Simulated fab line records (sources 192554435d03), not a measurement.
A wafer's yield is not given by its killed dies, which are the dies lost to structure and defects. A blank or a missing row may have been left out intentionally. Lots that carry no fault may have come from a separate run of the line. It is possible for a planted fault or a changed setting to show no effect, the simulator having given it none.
Which of the tools did it? ; flow n5 finfet ; Sampling: 23 lots, 69 wafers, 6 of 1938 route steps

WHAT EACH GAUGE READ, for each wafer
No reading from a measuring or inspecting step in the record can be judged against a usual standard deviation.

WHAT TOOL EACH LOT RAN ON (gives the tool, then ch and the chambers of the sampled wafers, and finally the start)
lot;N5_HKMG_FIN_DESCUM_53;N5_HKMG_FIN_PWFM_ALD_03;N5_HKMG_FIN_DESCUM_17;N5_GATE_CUT_ETCH_56;N5_GATE_CUT_ETCHBACK_30;N5_GATE_CUT_VAPOR_ETCH_60
L074;rie diel-04 ch 0,1,2, day 3 22:25;ald metal-03 ch 0,3, day 4 00:53;rie diel-01 ch 0,2, day 4 01:49;rie metal-01 ch 0,1, day 4 06:30;rie metal-01 ch 0,1, day 4 06:35;rie metal-01 ch 0,1, day 4 06:37
L075;rie diel-03 ch 1,2,3, day 4 11:41;ald metal-03 ch 0,2,3, day 4 14:08;rie diel-01 ch 0,2, day 4 15:11;rie metal-01 ch 0,1, day 4 20:11;rie metal-01 ch 0,1, day 4 20:17;rie metal-01 ch 0,1, day 4 20:19
L076;rie diel-03 ch 0,1,2, day 4 15:05;ald metal-04 ch 1,2, day 4 17:32;rie diel-03 ch 0,1,3, day 4 18:28;rie metal-01 ch 0,1, day 4 23:05;rie metal-01 ch 0,1, day 4 23:10;rie metal-01 ch 0,1, day 4 23:11
L077;rie diel-04 ch 2,3, day 4 19:11;ald metal-02 ch 0,1, day 4 21:38;rie diel-03 ch 1,2,3, day 4 22:34;rie metal-03 ch 0,1, day 5 03:06;rie metal-03 ch 0,1, day 5 03:11;rie metal-03 ch 0,1, day 5 03:13
L078;rie diel-03 ch 0,1, day 5 01:05;ald metal-03 ch 1,2,3, day 5 03:34;rie diel-04 ch 0,2, day 5 04:45;rie metal-01 ch 0,1, day 5 09:24;rie metal-01 ch 0,1, day 5 09:28;rie metal-01 ch 0,1, day 5 09:30
L079;rie diel-03 ch 0,1,3, day 5 05:28;ald metal-02 ch 1,2, day 5 07:55;rie diel-04 ch 1,2,3, day 5 08:54;rie metal-02 ch 0,1, day 5 13:35;rie metal-02 ch 0,1, day 5 13:40;rie metal-02 ch 0,1, day 5 13:42
L080;rie diel-03 ch 0,1, day 5 12:00;ald metal-03 ch 0,1,2, day 5 14:28;rie diel-01 ch 0,1,3, day 5 15:23;rie metal-03 ch 1, day 5 20:07;rie metal-03 ch 1, day 5 20:15;rie metal-03 ch 1, day 5 20:19
L081;rie diel-04 ch 2,3, day 6 02:17;ald metal-02 ch 0,1, day 6 04:44;rie diel-01 ch 0,2,3, day 6 05:40;rie metal-01 ch 0,1, day 6 10:32;rie metal-01 ch 0,1, day 6 10:36;rie metal-01 ch 0,1, day 6 10:38
L082;rie diel-01 ch 1,2,3, day 6 02:53;ald metal-03 ch 0,2,3, day 6 05:20;rie diel-01 ch 0,1,3, day 6 06:16;rie metal-02 ch 1, day 6 11:04;rie metal-02 ch 1, day 6 11:14;rie metal-02 ch 1, day 6 11:18
L083;rie diel-04 ch 0,1,2, day 6 07:34;ald metal-04 ch 1,2,3, day 6 10:13;rie diel-03 ch 1,2,3, day 6 11:20;rie metal-01 ch 0,1, day 6 16:07;rie metal-01 ch 0,1, day 6 16:12;rie metal-01 ch 0,1, day 6 16:14
L084;rie diel-04 ch 0,1,3, day 6 13:14;ald metal-02 ch 0,2,3, day 6 15:41;rie diel-01 ch 1,2,3, day 6 16:38;rie metal-03 ch 1, day 6 21:32;rie metal-03 ch 1, day 6 21:40;rie metal-03 ch 1, day 6 21:43
L085;rie diel-01 ch 1,2,3, day 6 19:44;ald metal-03 ch 1,3, day 6 22:10;rie diel-04 ch 0,1,2, day 6 22:58;rie metal-02 ch 0,1, day 7 03:38;rie metal-02 ch 0,1, day 7 03:43;rie metal-02 ch 0,1, day 7 03:45
L086;rie diel-04 ch 0,1,3, day 7 00:26;ald metal-02 ch 0,2,3, day 7 02:53;rie diel-01 ch 0,2,3, day 7 03:49;rie metal-01 ch 0,1, day 7 08:28;rie metal-01 ch 0,1, day 7 08:33;rie metal-01 ch 0,1, day 7 08:35
L087;rie diel-01 ch 1,2,3, day 7 05:38;ald metal-04 ch 0,2,3, day 7 08:05;rie diel-04 ch 0,1,2, day 7 09:08;rie metal-01 ch 0,1, day 7 14:19;rie metal-01 ch 0,1, day 7 14:25;rie metal-01 ch 0,1, day 7 14:26
L089;rie diel-01 ch 0,1, day 7 18:41;ald metal-04 ch 0,3, day 7 21:18;rie diel-03 ch 0,1,3, day 7 22:15;rie metal-01 ch 0, day 8 02:58;rie metal-01 ch 0, day 8 03:04;rie metal-01 ch 0, day 8 03:05
L090;rie diel-04 ch 2,3, day 7 22:12;ald metal-03 ch 0,2,3, day 8 00:50;rie diel-01 ch 0,1,3, day 8 01:38;rie metal-01 ch 0,1, day 8 06:12;rie metal-01 ch 0,1, day 8 06:17;rie metal-01 ch 0,1, day 8 06:19
L091;rie diel-01 ch 0,1, day 8 04:43;ald metal-03 ch 1,2,3, day 8 07:14;rie diel-04 ch 0,2, day 8 08:10;rie metal-02 ch 0,1, day 8 12:44;rie metal-02 ch 0,1, day 8 12:50;rie metal-02 ch 0,1, day 8 12:52
L092;rie diel-04 ch 0,2,3, day 8 10:12;ald metal-04 ch 0,1,3, day 8 12:39;rie diel-01 ch 1,2,3, day 8 13:35;rie metal-02 ch 0,1, day 8 18:07;rie metal-02 ch 0,1, day 8 18:12;rie metal-02 ch 0,1, day 8 18:14
L093;rie diel-04 ch 0,1, day 8 16:45;ald metal-02 ch 0,2,3, day 8 19:11;rie diel-01 ch 1,2,3, day 8 20:16;rie metal-01 ch 0,1, day 9 00:50;rie metal-01 ch 0,1, day 9 00:55;rie metal-01 ch 0,1, day 9 00:57
L094;rie diel-04 ch 0,1, day 9 03:46;ald metal-04 ch 0,1,2, day 9 06:19;rie diel-04 ch 0,1,2, day 9 07:15;rie metal-03 ch 0,1, day 9 11:47;rie metal-03 ch 0,1, day 9 11:53;rie metal-03 ch 0,1, day 9 11:55
L095;rie diel-04 ch 0,1,3, day 9 05:27;ald metal-04 ch 1,2,3, day 9 08:01;rie diel-04 ch 2,3, day 9 08:49;rie metal-03 ch 0,1, day 9 13:24;rie metal-03 ch 0,1, day 9 13:28;rie metal-03 ch 0,1, day 9 13:30
L096;rie diel-04 ch 0,2,3, day 9 13:10;ald metal-03 ch 0,1,2, day 9 15:37;rie diel-03 ch 0,1,2, day 9 16:38;rie metal-02 ch 0, day 9 21:23;rie metal-02 ch 0, day 9 21:29;rie metal-02 ch 0, day 9 21:31
L097;rie diel-01 ch 0,1, day 9 16:31;ald metal-04 ch 1,2, day 9 19:10;rie diel-03 ch 0,1,3, day 9 20:35;rie metal-02 ch 1, day 10 01:20;rie metal-02 ch 1, day 10 01:30;rie metal-02 ch 1, day 10 01:34
- N5_HKMG_FIN_DESCUM_53: chemistry O2, time 7.9 s.
- N5_HKMG_FIN_PWFM_ALD_03: deposits TiN, target thk 2 nm, pulse time 1 s, purge time 3 s.
- N5_HKMG_FIN_DESCUM_17: chemistry O2, time 7.9 s.
- N5_GATE_CUT_ETCH_56: etches TiN in Cl2/Ar, target depth 21.6 nm.
- N5_GATE_CUT_ETCHBACK_30: etches TiN in Cl2/Ar, target depth 3 nm.
- N5_GATE_CUT_VAPOR_ETCH_60: etches HfO2 in BCl3/Cl2.

WHAT THE TOOLS THEMSELVES READ (means of the sampled wafers that have a number; where no wafer has one, the mark that the record gives instead)
N5_HKMG_FIN_DESCUM_53.
lot;tool;drypump motor current A (A);oes product au (a.u.);rf vpp V (V);showerhead plenum p Torr (Torr);throttle valve pct (%)
L074;rie diel-04;5.63;0.73;243.2;2.05;20.29
L075;rie diel-03;5.39;0.77;243.4;2.10;20.67
L076;rie diel-03;5.53;0.69;242.6;2.10;20.52
L077;rie diel-04;5.29;0.74;243.0;2.08;20.27
L078;rie diel-03;5.84;0.69;243.9;2.15;20.28
L079;rie diel-03;5.70;0.76;244.0;2.15;20.44
L080;rie diel-03;5.84;0.68;243.3;2.15;20.47
L081;rie diel-04;5.28;0.74;242.9;2.07;20.30
L082;rie diel-01;5.56;0.79;242.6;2.01;20.30
L083;rie diel-04;5.61;0.72;242.9;2.04;20.31
L084;rie diel-04;5.54;0.74;242.0;2.05;20.31
L085;rie diel-01;5.54;0.78;242.7;2.00;20.31
L086;rie diel-04;5.54;0.74;241.5;2.05;20.32
L087;rie diel-01;5.55;0.79;242.6;2.00;20.32
L089;rie diel-01;5.44;0.70;243.1;2.10;20.36
L090;rie diel-04;5.28;0.72;242.5;2.07;20.30
L091;rie diel-01;5.44;0.70;243.1;2.10;20.37
L092;rie diel-04;5.39;0.71;243.6;2.07;20.34
L093;rie diel-04;5.78;0.71;241.8;2.01;20.33
L094;rie diel-04;5.78;0.72;241.7;2.00;20.33
L095;rie diel-04;5.55;0.72;242.1;2.04;20.34
L096;rie diel-04;5.37;0.82;242.4;2.07;20.22
L097;rie diel-01;5.53;0.69;241.8;2.04;20.42

N5_HKMG_FIN_PWFM_ALD_03.
lot;tool;heater power w (W);precursor pulse height rel
L074;ald metal-03;817;1.021
L075;ald metal-03;851;0.996
L076;ald metal-04;851;0.994
L077;ald metal-02;936;0.995
L078;ald metal-03;911;0.982
L079;ald metal-02;914;1.002
L080;ald metal-03;858;0.980
L081;ald metal-02;946;0.991
L082;ald metal-03;852;1.018
L083;ald metal-04;836;0.985
L084;ald metal-02;952;0.974
L085;ald metal-03;932;1.012
L086;ald metal-02;960;0.984
L087;ald metal-04;813;1.008
L089;ald metal-04;750;1.007
L090;ald metal-03;853;1.007
L091;ald metal-03;928;1.021
L092;ald metal-04;781;1.008
L093;ald metal-02;950;1.036
L094;ald metal-04;835;0.983
L095;ald metal-04;819;0.990
L096;ald metal-03;855;1.016
L097;ald metal-04;881;0.997

N5_HKMG_FIN_DESCUM_17.
lot;tool;drypump motor current A (A);oes product au (a.u.);rf vpp V (V);showerhead plenum p Torr (Torr);throttle valve pct (%)
L074;rie diel-01;5.49;0.74;243.8;2.11;20.35
L075;rie diel-01;5.63;0.75;242.2;2.05;20.40
L076;rie diel-03;5.70;0.76;244.5;2.16;20.44
L077;rie diel-03;5.41;0.76;243.3;2.10;20.68
L078;rie diel-04;5.49;0.72;242.1;2.08;20.32
L079;rie diel-04;5.50;0.73;243.2;2.05;20.27
L080;rie diel-01;5.40;0.79;242.3;2.07;20.26
L081;rie diel-01;5.44;0.80;243.1;2.06;20.29
L082;rie diel-01;5.41;0.79;243.0;2.06;20.24
L083;rie diel-03;5.40;0.85;245.0;2.19;20.56
L084;rie diel-01;5.54;0.79;242.5;2.00;20.31
L085;rie diel-04;5.61;0.71;242.1;2.04;20.31
L086;rie diel-01;5.45;0.79;242.9;2.06;20.29
L087;rie diel-04;5.62;0.71;243.2;2.04;20.33
L089;rie diel-03;5.70;0.83;242.8;2.15;20.36
L090;rie diel-01;5.40;0.78;243.4;2.06;20.29
L091;rie diel-04;5.49;0.71;242.6;2.07;20.37
L092;rie diel-01;5.55;0.76;241.7;2.00;20.33
L093;rie diel-01;5.53;0.76;241.0;2.00;20.33
L094;rie diel-04;5.60;0.81;242.2;2.03;20.21
L095;rie diel-04;5.26;0.82;242.5;2.07;20.19
L096;rie diel-03;5.52;0.84;244.7;2.17;20.34
L097;rie diel-03;5.71;0.81;243.4;2.14;20.39

N5_GATE_CUT_ETCH_56.
lot;tool;bias w (W);drypump motor current A (A);oes product au (a.u.);throttle valve pct (%)
L074;rie metal-01;59.86;5.7;0.77;21.18
L075;rie metal-01;59.97;5.7;0.76;21.19
L076;rie metal-01;60.03;5.7;0.76;21.20
L077;rie metal-03;60.01;6.2;0.82;20.61
L078;rie metal-01;60.11;5.5;0.83;21.04
L079;rie metal-02;60.04;5.8;0.63;20.93
L080;rie metal-03;60.05;5.3;0.60;21.16
L081;rie metal-01;59.89;5.6;0.82;21.06
L082;rie metal-02;59.85;6.7;0.71;21.12
L083;rie metal-01;60.05;5.7;0.75;21.20
L084;rie metal-03;60.27;5.3;0.60;21.17
L085;rie metal-02;60.07;6.2;0.80;20.94
L086;rie metal-01;59.90;5.7;0.74;21.20
L087;rie metal-01;60.11;5.6;0.81;21.07
L089;rie metal-01;60.17;5.8;0.68;21.36
L090;rie metal-01;59.99;5.7;0.73;21.22
L091;rie metal-02;60.24;5.8;0.87;20.75
L092;rie metal-02;60.00;5.8;0.87;20.76
L093;rie metal-01;60.08;5.7;0.73;21.22
L094;rie metal-03;59.90;5.8;0.97;20.72
L095;rie metal-03;60.06;5.8;0.97;20.71
L096;rie metal-02;59.82;5.3;0.93;20.57
L097;rie metal-02;60.05;6.7;0.69;21.15

N5_GATE_CUT_ETCHBACK_30.
lot;tool;bias w (W);drypump motor current A (A);oes product au (a.u.);throttle valve pct (%)
L074;rie metal-01;60.07;5.7;0.77;21.19
L075;rie metal-01;60.05;5.7;0.76;21.18
L076;rie metal-01;59.94;5.7;0.76;21.19
L077;rie metal-03;60.05;6.3;0.82;20.60
L078;rie metal-01;59.95;5.6;0.83;21.03
L079;rie metal-02;59.93;5.8;0.62;20.93
L080;rie metal-03;59.77;5.3;0.60;21.17
L081;rie metal-01;59.94;5.5;0.82;21.06
L082;rie metal-02;59.78;6.7;0.71;21.13
L083;rie metal-01;59.70;5.7;0.76;21.19
L084;rie metal-03;59.93;5.3;0.60;21.17
L085;rie metal-02;60.02;6.2;0.80;20.93
L086;rie metal-01;60.05;5.7;0.75;21.21
L087;rie metal-01;60.13;5.6;0.81;21.07
L089;rie metal-01;60.03;5.9;0.67;21.37
L090;rie metal-01;60.03;5.7;0.74;21.21
L091;rie metal-02;59.92;5.8;0.87;20.75
L092;rie metal-02;59.95;5.8;0.87;20.76
L093;rie metal-01;59.98;5.7;0.74;21.21
L094;rie metal-03;60.19;5.8;0.97;20.73
L095;rie metal-03;60.09;5.8;0.97;20.70
L096;rie metal-02;60.12;5.3;0.93;20.57
L097;rie metal-02;59.89;6.7;0.69;21.15

N5_GATE_CUT_VAPOR_ETCH_60.
lot;tool;drypump motor current A (A);oes product au (a.u.)
L074;rie metal-01;5.7;0.77
L075;rie metal-01;5.7;0.77
L076;rie metal-01;5.7;0.77
L077;rie metal-03;6.2;0.81
L078;rie metal-01;5.5;0.84
L079;rie metal-02;5.8;0.62
L080;rie metal-03;5.3;0.59
L081;rie metal-01;5.5;0.82
L082;rie metal-02;6.7;0.69
L083;rie metal-01;5.7;0.76
L084;rie metal-03;5.3;0.59
L085;rie metal-02;6.2;0.79
L086;rie metal-01;5.7;0.76
L087;rie metal-01;5.5;0.82
L089;rie metal-01;5.8;0.69
L090;rie metal-01;5.7;0.74
L091;rie metal-02;5.8;0.88
L092;rie metal-02;5.8;0.87
L093;rie metal-01;5.7;0.74
L094;rie metal-03;5.8;0.96
L095;rie metal-03;5.8;0.96
L096;rie metal-02;5.3;0.94
L097;rie metal-02;6.7;0.67

THE ANSWER, worked out from the rows above alone
Rule: the usual values come from the lots themselves. Put in order of their means at a reading, lots are off if they are a third of the lots or fewer, leave a main group of 4 or more, and stand apart from it by a gap of 3 or more times the standard deviation of the main group's means; of several such gaps the widest counts. Not used: any main group whose means are identical at the precision the tables above print for the reading. Also off: a lot with no number at a reading for which 4 or more lots have one. All remaining lots with rows at the step are treated as sound. First the gauges in route order, then the tools' own readings, where a lot's mean is used as printed above. At the first step where some lot is off, the reading lying furthest off is the one used; lots without a number count as furthest.
No lot is off on any of the readings shown, so nothing can be concluded from this.

WHAT THE SIMULATOR HAD INSERTED
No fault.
